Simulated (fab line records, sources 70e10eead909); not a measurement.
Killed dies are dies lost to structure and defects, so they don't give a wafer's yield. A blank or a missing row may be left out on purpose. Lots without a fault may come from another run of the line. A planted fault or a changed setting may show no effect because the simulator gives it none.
fab line records | flow nand_harc | part 1 of 2: steps 1 to 28 of 34
record lots=5 wafers=15 last_day=29
route steps=1302 shown A_ONON_D1@433 A_CHANNEL_HOLE_D1@450
lots that met no fault: from a run of the same line without faults
start_h: hours from the record's first day to the start of the lot's first wafer shown | wait_h: hours since the lot's step before | " the same as in the row above | L1.1+2: a row that stands for several wafers | - no value, or no start given | * or withheld: withheld | < > ~ a bound
route shown NAME@n: a module of which the file shows steps, and the number in the route of the first | usual: mean/standard deviation of fault-free wafers | same: alike in all rows | chamber/n: place in a boat | sites: the reading at each site | _std_site: their standard deviation | _edge_site: outer sites' mean less inner sites' | radius_mm: how far each site lies from the wafer's centre | mask NAME#n: copy n | behind: the tool/chamber that last shaped the wafer | hold: why the lot was held/for how many hours/how that ended | device: the transistor (n, p or np) that didn't switch | end of line: the same wafers' tests at the end of the route | a step without rows: its recipe alone | killed: dies lost to structure and defects at the first sort, not the wafer's yield | map: a wafer's dies, x killed, . not, _ none there
set.NAME: the setting as run; set.NAME@STEP: as run at that earlier step | model.NAME: the simulator's own value behind a step, which no gauge read
lots at some steps of the route; a table a step, a row a wafer
services: from which hour (start_h, from the record's first day; less than 0 if before it) a tool's chamber was out of use, for how many hours, and why
## steps
# step NHARC_A_ONON_D1_THK_MEAS_14
# recipe thk_meas_gauge=ellipsometry
# usual thk_nm=1001/9.6
# columns lot.wafer tool chamber start_h wait_h thk_nm
L076.1 film_metro-02 - 184.56 - 1007
L076.2 " - " " 1007
L076.4 " - " " 1007
L081.1 film_metro-01 - 239.14 - 997
L081.4 " - " " 993
L081.5 " - " " 994
L084.1 film_metro-02 - 264.07 - 996
L084.3 " - " " 993
L084.5 " - " " 992
L086.1 film_metro-02 - 288.42 - 1002
L086.4 " - " " 1002
L086.6 " - " " 1001
L088.1 film_metro-02 - 310.41 - 1010
L088.4 " - " " 1010
L088.5 " - " " 1012
# step NHARC_A_ONON_D1_ANNEAL_15
# recipe temp_c=750 time_s=3600
# columns lot.wafer tool chamber start_h wait_h
L076.1+2+4 furnace-07 0 187.74 3.2
L081.1+4+5 furnace-03 0 242.18 3.0
L084.1+3+5 furnace-03 0 268.67 4.6
L086.1+4+6 furnace-07 0 291.24 2.8
L088.1+4+5 furnace-07 0 314.39 4.0
# step NHARC_A_ONON_D1_DEP_16
# recipe target_thk_a=10000 n2_flow_sccm=2750 n2o_flow_sccm=2000 nh3_flow_sccm=500 sih4_flow_sccm=210 temp_c=400
# usual susceptor_temp_C=400.01/0.24
# columns lot.wafer tool chamber start_h wait_h susceptor_temp_C
L076.1 pecvd_onon-03 0 191.84 0.3 399.61
L076.2 " 0 " " 399.64
L076.4 " 0 " " 399.54
L081.1 pecvd_onon-02 0 246.08 0.1 399.81
L081.4 " 0 " " 399.64
L081.5 " 0 " " 400.06
L084.1 pecvd_onon-03 0 272.58 0.1 400.07
L084.3 " 0 " " 399.70
L084.5 " 0 " " 399.76
L086.1 pecvd_onon-02 0 295.14 0.1 400.25
L086.4 " 0 " " 400.24
L086.6 " 0 " " 400.34
L088.1 pecvd_onon-03 0 318.28 0.1 399.84
L088.4 " 0 " " 399.69
L088.5 " 0 " " 400.08
# step NHARC_A_ONON_D1_THK_MEAS_18
# recipe thk_meas_gauge=ellipsometry
# usual thk_nm=996/11
# columns lot.wafer tool chamber start_h wait_h thk_nm
L076.1 film_metro-02 - 192.35 - 1001
L076.2 " - " " 1001
L076.4 " - " " 1001
L081.1 film_metro-02 - 246.60 - 1008
L081.4 " - " " 1007
L081.5 " - " " 1008
L084.1 film_metro-02 - 273.09 - 981
L084.3 " - " " 978
L084.5 " - " " 979
L086.1 film_metro-02 - 295.66 - 1002
L086.4 " - " " 1004
L086.6 " - " " 1002
L088.1 film_metro-01 - 318.79 - 1001
L088.4 " - " " 1003
L088.5 " - " " 1000
# step NHARC_A_ONON_D1_DEP_19
# recipe target_thk_a=10000 n2_flow_sccm=2750 n2o_flow_sccm=2000 nh3_flow_sccm=500 sih4_flow_sccm=210 temp_c=400
# usual susceptor_temp_C=400.02/0.22
# columns lot.wafer tool chamber start_h wait_h susceptor_temp_C
L076.1 pecvd_onon-04 0 192.40 0.1 399.94
L076.2 " 0 " " 400.25
L076.4 " 0 " " 399.92
L081.1 pecvd_onon-03 0 246.65 0.1 400.02
L081.4 " 0 " " 400.09
L081.5 " 0 " " 400.02
L084.1 pecvd_onon-03 0 273.14 0.1 399.91
L084.3 " 0 " " 399.93
L084.5 " 0 " " 399.82
L086.1 pecvd_onon-02 0 295.71 0.1 400.11
L086.4 " 0 " " 400.13
L086.6 " 0 " " 400.05
L088.1 pecvd_onon-03 0 318.85 0.1 400.06
L088.4 " 0 " " 399.82
L088.5 " 0 " " 399.89
# step NHARC_A_ONON_D1_THK_MEAS_21
# recipe thk_meas_gauge=ellipsometry
# usual thk_nm=997/10
# columns lot.wafer tool chamber start_h wait_h thk_nm
L076.1 film_metro-02 - 192.92 - 1002
L076.2 " - " " 1004
L076.4 " - " " 1002
L081.1 film_metro-02 - 247.16 - 999
L081.4 " - " " 1000
L081.5 " - " " 998
L084.1 film_metro-01 - 273.64 - 979
L084.3 " - " " 979
L084.5 " - " " 979
L086.1 film_metro-01 - 296.23 - 1001
L086.4 " - " " 1002
L086.6 " - " " 1002
L088.1 film_metro-01 - 319.36 - 1010
L088.4 " - " " 1008
L088.5 " - " " 1006
# step NHARC_A_ONON_D1_DEP_22
# recipe target_thk_a=10000 n2_flow_sccm=2750 n2o_flow_sccm=2000 nh3_flow_sccm=500 sih4_flow_sccm=210 temp_c=400
# usual susceptor_temp_C=399.97/0.21
# columns lot.wafer tool chamber start_h wait_h susceptor_temp_C
L076.1 pecvd_onon-03 0 192.97 0.1 400.10
L076.2 " 0 " " 400.20
L076.4 " 0 " " 400.50
L081.1 pecvd_onon-04 0 247.22 0.1 399.98
L081.4 " 0 " " 400.22
L081.5 " 0 " " 400.19
L084.1 pecvd_onon-02 0 273.70 0.1 400.02
L084.3 " 0 " " 399.93
L084.5 " 0 " " 400.00
L086.1 pecvd_onon-02 0 296.28 0.1 399.91
L086.4 " 0 " " 400.08
L086.6 " 0 " " 400.10
L088.1 pecvd_onon-03 0 319.41 0.1 399.95
L088.4 " 0 " " 399.77
L088.5 " 0 " " 400.14
# step NHARC_A_ONON_D1_THK_MEAS_24
# recipe thk_meas_gauge=ellipsometry
# usual thk_nm=994/14
# columns lot.wafer tool chamber start_h wait_h thk_nm
L076.1 film_metro-02 - 193.48 - 994
L076.2 " - " " 995
L076.4 " - " " 994
L081.1 film_metro-01 - 247.73 - 998
L081.4 " - " " 999
L081.5 " - " " 999
L084.1 film_metro-01 - 274.21 - 998
L084.3 " - " " 997
L084.5 " - " " 997
L086.1 film_metro-01 - 296.80 - 986
L086.4 " - " " 987
L086.6 " - " " 987
L088.1 film_metro-01 - 319.92 - 1004
L088.4 " - " " 1005
L088.5 " - " " 1002
# step NHARC_A_ONON_D1_DEP_25
# recipe target_thk_a=10000 n2_flow_sccm=2750 n2o_flow_sccm=2000 nh3_flow_sccm=500 sih4_flow_sccm=210 temp_c=400
# usual susceptor_temp_C=400.02/0.2
# columns lot.wafer tool chamber start_h wait_h susceptor_temp_C
L076.1 pecvd_onon-03 0 193.54 0.1 399.81
L076.2 " 0 " " 399.94
L076.4 " 0 " " 399.81
L081.1 pecvd_onon-02 0 247.78 0.1 399.61
L081.4 " 0 " " 399.61
L081.5 " 0 " " 400.14
L084.1 pecvd_onon-02 0 274.27 0.1 400.02
L084.3 " 0 " " 399.91
L084.5 " 0 " " 400.30
L086.1 pecvd_onon-03 0 296.85 0.1 400.04
L086.4 " 0 " " 400.27
L086.6 " 0 " " 400.00
L088.1 pecvd_onon-03 0 319.98 0.1 399.88
L088.4 " 0 " " 400.16
L088.5 " 0 " " 399.78
# step NHARC_A_ONON_D1_THK_MEAS_27
# recipe thk_meas_gauge=ellipsometry
# usual thk_nm=996/7.8
# columns lot.wafer tool chamber start_h wait_h thk_nm
L076.1 film_metro-01 - 194.05 - 998
L076.2 " - " " 998
L076.4 " - " " 999
L081.1 film_metro-02 - 248.29 - 996
L081.4 " - " " 996
L081.5 " - " " 994
L084.1 film_metro-02 - 274.77 - 1002
L084.3 " - " " 1001
L084.5 " - " " 1003
L086.1 film_metro-02 - 297.37 - 998
L086.4 " - " " 999
L086.6 " - " " 1001
L088.1 film_metro-01 - 320.49 - 998
L088.4 " - " " 999
L088.5 " - " " 998
# step NHARC_A_ONON_D1_DEP_28
# recipe target_thk_a=10000 n2_flow_sccm=2750 n2o_flow_sccm=2000 nh3_flow_sccm=500 sih4_flow_sccm=210 temp_c=400
# usual susceptor_temp_C=399.98/0.21
# columns lot.wafer tool chamber start_h wait_h susceptor_temp_C
L076.1 pecvd_onon-03 0 194.11 0.1 399.90
L076.2 " 0 " " 400.25
L076.4 " 0 " " 400.06
L081.1 pecvd_onon-03 0 248.35 0.1 399.72
L081.4 " 0 " " 400.07
L081.5 " 0 " " 400.09
L084.1 pecvd_onon-02 0 274.83 0.1 400.04
L084.3 " 0 " " 400.03
L084.5 " 0 " " 399.83
L086.1 pecvd_onon-04 0 297.42 0.1 400.14
L086.4 " 0 " " 400.23
L086.6 " 0 " " 399.74
L088.1 pecvd_onon-03 0 320.55 0.1 400.14
L088.4 " 0 " " 399.92
L088.5 " 0 " " 399.95
# step NHARC_A_ONON_D1_THK_MEAS_30
# recipe thk_meas_gauge=ellipsometry
# usual thk_nm=996/11
# columns lot.wafer tool chamber start_h wait_h thk_nm
L076.1 film_metro-02 - 194.62 - 1001
L076.2 " - " " 999
L076.4 " - " " 999
L081.1 film_metro-02 - 248.86 - 986
L081.4 " - " " 986
L081.5 " - " " 987
L084.1 film_metro-01 - 275.34 - 1006
L084.3 " - " " 1006
L084.5 " - " " 1007
L086.1 film_metro-01 - 297.94 - 983
L086.4 " - " " 981
L086.6 " - " " 983
L088.1 film_metro-02 - 321.05 - 1007
L088.4 " - " " 1007
L088.5 " - " " 1006
# step NHARC_A_ONON_D1_DEP_33
# recipe target_thk_a=2000 temp_c=400 pressure_torr=6.5 rf_w=900 teos_flow_sccm=161.4 flow_sccm=2650 target_thk_nm=200 gas=O2 material=SiO2
# usual chamber_pressure_Torr=6.500/0.015 heater_power_w=593/91 susceptor_temp_C=399.99/0.22 throttle_valve_pct=16.1/0.41
# columns lot.wafer tool chamber start_h wait_h chamber_pressure_Torr heater_power_w susceptor_temp_C throttle_valve_pct
L076.1 pecvd-04 0 194.67 0.1 6.496 536 400.15 15.9
L076.2 " 2 " " 6.492 669 399.95 16.5
L076.4 " 0 " " 6.500 537 400.02 15.9
L081.1 pecvd-03 0 248.91 0.1 6.488 561 400.08 16.6
L081.5 " 0 " " 6.496 576 400.30 16.3
L081.4 " 1 " " 6.478 559 399.71 15.6
L084.1 pecvd-03 1 275.44 0.1 6.485 609 399.79 16.0
L084.3 " 2 " " 6.535 594 399.96 16.2
L084.5 " 2 " " 6.492 606 400.74 16.1
L086.1 pecvd-04 1 298.04 0.1 6.512 602 400.55 15.1
L086.4 " 0 " " 6.493 425 400.54 15.6
L086.6 " 2 " " 6.501 576 399.83 16.3
L088.1 pecvd-02 1 321.20 0.1 6.507 753 399.84 16.6
L088.5 " 2 " " 6.507 393 400.14 15.8
L088.4 " 1 " " 6.464 765 400.18 16.5
# step NHARC_A_ONON_D1_THK_MEAS_34
# recipe thk_meas_gauge=ellipsometry
# usual thk_nm=199.8/2.7
# columns lot.wafer tool chamber start_h wait_h thk_nm
L076.1 film_metro-01 - 195.09 - 199.1
L076.2 " - " " 199.2
L076.4 " - " " 202.8
L081.1 film_metro-01 - 249.33 - 194.3
L081.4 " - " " 198.6
L081.5 " - " " 201.0
L084.1 film_metro-01 - 275.81 - 199.5
L084.3 " - " " 200.0
L084.5 " - " " 202.1
L086.1 film_metro-01 - 298.41 - 199.1
L086.4 " - " " 202.8
L086.6 " - " " 204.5
L088.1 film_metro-01 - 321.52 - 194.5
L088.4 " - " " 196.5
L088.5 " - " " 199.4
# step NHARC_A_ONON_D1_INSPECT_32
# usual raw_defect_count=77/34
# columns lot.wafer tool chamber start_h wait_h raw_defect_count
L076.1 defect_inspect-02 - 195.18 0.0 51
L076.2 " - " " 42
L076.4 " - " " 37
L081.1 defect_inspect-02 - 249.39 0.0 38
L081.4 " - " " 28
L081.5 " - " " 37
L084.1 defect_inspect-01 - 275.87 0.0 63
L084.3 " - " " 67
L084.5 " - " " 50
L086.1 defect_inspect-02 - 298.47 0.0 54
L086.4 " - " " 42
L086.6 " - " " 80
L088.1 defect_inspect-01 - 321.61 0.0 117
L088.4 " - " " 85
L088.5 " - " " 76
# step NHARC_A_CHANNEL_HOLE_D1_DEP_00
# recipe target_thk_a=31000 temp_c=400 material=aC
# usual susceptor_temp_C=400.04/0.21 throttle_valve_pct=35.002/0.0098
# columns lot.wafer tool chamber start_h wait_h susceptor_temp_C throttle_valve_pct
L076.1 acl_dep-03 0 197.40 2.2 - 35.013
L076.2 " 0 " " - 35.001
L076.4 " 0 " " - 34.979
L081.1 acl_dep-01 0 251.70 2.3 400.05 34.995
L081.4 " 0 " " 400.05 35.025
L081.5 " 0 " " 399.76 35.014
L084.1 acl_dep-02 0 279.68 3.8 400.05 34.999
L084.3 " 0 " " 400.07 35.003
L084.5 " 0 " " 400.40 35.014
L086.1 acl_dep-02 0 304.22 5.8 400.07 35.005
L086.4 " 0 " " 399.91 34.992
L086.6 " 0 " " 400.10 34.998
L088.1 acl_dep-03 0 323.48 1.9 400.18 35.002
L088.4 " 0 " " 400.58 35.005
L088.5 " 0 " " 399.91 35.003
# step NHARC_A_CHANNEL_HOLE_D1_DEP_01
# recipe target_thk_a=1400 target_thk_nm=140 temp_c=400 pressure_torr=3.5 flow_sccm=200 rf_w=350 material=SiON
# usual chamber_pressure_Torr=3.500/0.0076 heater_power_w=796/66 susceptor_temp_C=399.98/0.25
# columns lot.wafer tool chamber start_h wait_h chamber_pressure_Torr heater_power_w susceptor_temp_C
L076.1 pecvd-04 1 199.29 1.6 3.503 812 399.54
L076.2 " 0 " " 3.505 725 400.05
L076.4 " 0 " " 3.499 730 400.12
L081.1 pecvd-03 2 253.71 1.7 3.505 853 400.05
L081.4 " 1 " " 3.497 773 399.75
L081.5 " 2 " " 3.506 862 400.00
L084.1 pecvd-03 2 281.62 1.6 3.483 899 400.07
L084.3 " 0 " " 3.486 833 399.87
L084.5 " 2 " " 3.497 907 399.72
L086.1 pecvd-01 0 306.17 1.6 3.506 700 400.00
L086.4 " 0 " " 3.499 716 399.64
L086.6 " 1 " " 3.503 823 400.17
L088.1 pecvd-01 1 325.43 1.6 3.504 739 399.86
L088.5 " 1 " " 3.500 742 399.65
L088.4 " 2 " " 3.492 857 400.09
# step NHARC_A_CHANNEL_HOLE_D1_DEHYDRATE_02
# recipe temp_c=150 time_s=120
# usual heater_power_total_W=182.5/1.2
# columns lot.wafer tool chamber start_h wait_h heater_power_total_W
L076.1 litho_track-01 0 199.56 0.2 181.3
L076.2 " 0 " " 183.8
L076.4 " 0 " " 181.0
L081.1 litho_track-01 0 253.92 0.2 181.0
L081.4 " 0 " " 183.2
L081.5 " 0 " " 181.1
L084.1 litho_track-06 0 281.86 0.2 183.2
L084.3 " 0 " " 180.6
L084.5 " 0 " " 182.8
L086.1 litho_track-01 0 306.41 0.2 183.0
L086.4 " 0 " " 183.5
L086.6 " 0 " " 183.7
L088.1 litho_track-06 0 325.68 0.2 181.4
L088.4 " 0 " " 182.9
L088.5 " 0 " " 182.1
# step NHARC_A_CHANNEL_HOLE_D1_HMDS_03
# recipe time_s=30
# columns lot.wafer tool chamber start_h wait_h
L076.1+2+4 litho_track-01 0 - -
L081.1+4+5 litho_track-01 0 - -
L084.1+3+5 litho_track-06 0 - -
L086.1+4+6 litho_track-01 0 - -
L088.1+4+5 litho_track-06 0 - -
# step NHARC_A_CHANNEL_HOLE_D1_COAT_36
# recipe temp_c=260 time_s=75
# usual heater_power_total_W=486.9/1.6
# columns lot.wafer tool chamber start_h wait_h heater_power_total_W
L076.1 litho_track-01 0 - - 486.6
L076.2 " 0 " " 485.8
L076.4 " 0 " " 488.7
L081.1 litho_track-01 0 - - 486.0
L081.4 " 0 " " 484.7
L081.5 " 0 " " 486.2
L084.1 litho_track-06 0 - - 488.4
L084.3 " 0 " " 485.3
L084.5 " 0 " " 486.7
L086.1 litho_track-01 0 - - 488.0
L086.4 " 0 " " 488.3
L086.6 " 0 " " 489.4
L088.1 litho_track-06 0 - - 488.8
L088.4 " 0 " " 484.5
L088.5 " 0 " " 485.1
# step NHARC_A_CHANNEL_HOLE_D1_COAT_37
# recipe temp_c=225 time_s=65
# usual heater_power_total_W=446.6/2
# columns lot.wafer tool chamber start_h wait_h heater_power_total_W
L076.1 litho_track-01 0 - - 446.6
L076.2 " 0 " " 444.0
L076.4 " 0 " " 446.4
L081.1 litho_track-01 0 - - 448.1
L081.4 " 0 " " 444.7
L081.5 " 0 " " 449.8
L084.1 litho_track-06 0 - - 449.1
L084.3 " 0 " " 447.9
L084.5 " 0 " " 444.5
L086.1 litho_track-01 0 - - 444.3
L086.4 " 0 " " 444.7
L086.6 " 0 " " 449.5
L088.1 litho_track-06 0 - - 448.1
L088.4 " 0 " " 448.9
L088.5 " 0 " " 445.3
# step NHARC_A_CHANNEL_HOLE_D1_COAT_04
# recipe spin_rpm=1500 resist_thk_nm=90
# columns lot.wafer tool chamber start_h wait_h
L076.1+2+4 litho_track-01 0 - -
L081.1+4+5 litho_track-01 0 - -
L084.1+3+5 litho_track-06 0 - -
L086.1+4+6 litho_track-01 0 - -
L088.1+4+5 litho_track-06 0 - -
# step NHARC_A_CHANNEL_HOLE_D1_SOFTBAKE_05
# recipe temp_c=105 time_s=55
# usual heater_power_total_W=188.45/0.14
# columns lot.wafer tool chamber start_h wait_h heater_power_total_W
L076.1 litho_track-01 0 - - 188.57
L076.2 " 0 " " 188.40
L076.4 " 0 " " 188.39
L081.1 litho_track-01 0 - - 188.53
L081.4 " 0 " " 188.36
L081.5 " 0 " " 188.40
L084.1 litho_track-06 0 - - 188.26
L084.3 " 0 " " 188.27
L084.5 " 0 " " 188.71
L086.1 litho_track-01 0 - - 188.42
L086.4 " 0 " " 188.41
L086.6 " 0 " " 188.29
L088.1 litho_track-06 0 - - 188.36
L088.4 " 0 " " 188.32
L088.5 " 0 " " 188.33
# step NHARC_A_CHANNEL_HOLE_D1_EBR_06
# columns lot.wafer tool chamber start_h wait_h
L076.1+2+4 litho_track-01 0 - -
L081.1+4+5 litho_track-01 0 - -
L084.1+3+5 litho_track-06 0 - -
L086.1+4+6 litho_track-01 0 - -
L088.1+4+5 litho_track-06 0 - -
# step NHARC_A_CHANNEL_HOLE_D1_EXPOSE_07
# recipe na=1.35 target_cd_nm=100 sigma_outer=0.3 dose_mj=59.65 mask_id=HOLE_D1
# same sigma_outer=0.3
# columns lot.wafer tool chamber start_h wait_h mask
L076.1+2+4 arfi_scanner-02 0 199.87 - HOLE_D1#0
L081.1+4+5 arfi_scanner-03 0 254.10 - HOLE_D1#0
L084.1+3+5 arfi_scanner-03 0 282.05 - HOLE_D1#0
L086.1+4+6 arfi_scanner-03 0 306.72 - HOLE_D1#0
L088.1+4+5 arfi_scanner-03 0 325.99 - HOLE_D1#0
# step NHARC_A_CHANNEL_HOLE_D1_PEB_08
# recipe peb_temp_c=100 peb_time_s=65
# usual heater_power_total_W=156.6/0.4
# columns lot.wafer tool chamber start_h wait_h heater_power_total_W
L076.1 litho_track-04 0 199.94 0.1 155.9
L076.2 " 0 " " 156.4
L076.4 " 0 " " 156.1
L081.1 litho_track-04 0 254.17 0.1 157.0
L081.4 " 0 " " 156.2
L081.5 " 0 " " 156.7
L084.1 litho_track-04 0 282.11 0.1 157.1
L084.3 " 0 " " 156.9
L084.5 " 0 " " 157.1
L086.1 litho_track-04 0 306.78 0.1 156.5
L086.4 " 0 " " 157.1
L086.6 " 0 " " 156.4
L088.1 litho_track-06 0 326.05 0.1 156.9
L088.4 " 0 " " 157.1
L088.5 " 0 " " 156.7
# step NHARC_A_CHANNEL_HOLE_D1_DEVELOP_09
# recipe develop_time_s=35 dev_temp_c=23
# columns lot.wafer tool chamber start_h wait_h
L076.1+2+4 litho_track-04 0 - -
L081.1+4+5 litho_track-04 0 - -
L084.1+3+5 litho_track-04 0 - -
L086.1+4+6 litho_track-04 0 - -
L088.1+4+5 litho_track-06 0 - -
# step NHARC_A_CHANNEL_HOLE_D1_CD_MEAS_10
# recipe target_cd_nm=100 landing_energy_ev=500
# usual cd_nm=100.2/0.49
# same landing_energy_ev=500
# columns lot.wafer tool chamber start_h wait_h cd_nm
L076.1 cd_sem-03 0 200.02 - 100.2
L076.2 " 0 " " 99.7
L076.4 " 0 " " 99.2
L081.1 cd_sem-02 0 254.24 - 100.4
L081.4 " 0 " " 99.8
L081.5 " 0 " " 99.8
L084.1 cd_sem-03 0 282.19 - 100.2
L084.3 " 0 " " 100.3
L084.5 " 0 " " 100.2
L086.1 cd_sem-02 0 306.86 - 100.6
L086.4 " 0 " " 100.9
L086.6 " 0 " " 100.7
L088.1 cd_sem-02 0 326.13 - 100.4
L088.4 " 0 " " 99.6
L088.5 " 0 " " 99.9
